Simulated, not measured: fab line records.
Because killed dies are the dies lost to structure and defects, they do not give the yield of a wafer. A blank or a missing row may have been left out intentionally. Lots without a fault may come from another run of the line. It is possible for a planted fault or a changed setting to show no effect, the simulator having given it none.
Matching of chambers    flow n5-finfet    N5_BEOL_M0_SAQP_PECVD_96 on pecvd-02 has 3 sister chambers
The step deposits a-Si from SiH4/He, target thk 45 nm, time 45.2 s. 27 wafers are shown with their chamber, then 12 later ones without.

EACH WAFER AND ITS CHAMBER
wafer   chamber  showerhead-plenum-p-Torr (Torr)  heater-power-outer-w (W)  heater-power-w (W)
L074.3  1        5.739                            427                       686
L074.4  2        5.687                            329                       593
L074.6  1        5.740                            435                       716
L075.1  1        5.746                            500                       761
L075.2  2        5.687                            318                       581
L075.4  2        5.691                            314                       596
L076.2  1        5.739                            482                       766
L076.3  0        5.667                            400                       696
L076.4  1        5.734                            498                       771
L080.1  2        5.683                            293                       561
L080.3  1        5.733                            513                       789
L080.4  2        5.690                            298                       557
L081.2  2        5.688                            348                       625
L081.3  1        5.741                            483                       764
L081.5  2        5.683                            350                       630
L083.4  1        5.727                            495                       759
L083.5  2        5.708                            338                       632
L083.6  0        5.651                            388                       692
L084.2  2        5.694                            344                       633
L084.4  2        5.684                            348                       631
L084.6  0        5.678                            380                       674
L090.1  0        5.678                            338                       620
L090.3  1        5.722                            487                       740
L090.5  1        5.729                            491                       769
L091.1  2        5.705                            275                       537
L091.2  0        5.664                            409                       673
L091.4  0        5.676                            407                       707

SIGNATURES (means of the wafers above)
reading                   chamber 0  chamber 1  chamber 2  scatter within a chamber
showerhead-plenum-p-Torr  5.66900    5.73500    5.69091    0.00858
heater-power-outer-w      387.00     481.10     323.18     26.7
heater-power-w            677.00     752.10     597.82     32.5
Rule: for each reading, subtract the chamber's mean from the wafer's reading, divide by that reading's scatter and square the result; add these up over the readings and take the root, which gives the wafer's distance from the chamber. If the next closest chamber is less than 2 further off than the closest, the wafer can't be placed; otherwise it belongs to the closest. How the scatter is found: for the shown wafers, subtract from each reading the mean of its chamber, square and add these, divide the total by (wafers less chambers), then take the root.

WAFERS MISSING THEIR CHAMBER
wafer   showerhead-plenum-p-Torr (Torr)  heater-power-outer-w (W)  heater-power-w (W)
L092.1  5.689                            332                       623
L092.3  5.690                            336                       617
L092.4  5.666                            359                       638
L093.1  5.685                            386                       687
L093.5  5.728                            470                       746
L093.6  5.714                            310                       569
L095.1  5.705                            345                       627
L095.2  5.749                            484                       775
L095.4  5.699                            347                       625
L097.2  5.667                            323                       598
L097.4  5.730                            510                       792
L097.5  5.670                            325                       594

WHICH CHAMBER EACH WENT THROUGH
wafer   from the rows above      in truth
L092.1  2                        2
L092.3  2                        2
L092.4  can't be placed: 0 or 2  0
L093.1  can't be placed: 0 or 2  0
L093.5  1                        1
L093.6  2                        2
L095.1  2                        2
L095.2  1                        1
L095.4  2                        2
L097.2  can't be placed: 2 or 0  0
L097.4  1                        1
L097.5  can't be placed: 2 or 0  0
Placed correctly: 8 of 12. Can't be placed from these rows: 4 (the true chamber is among the candidates in 4). 0 placed wrongly.
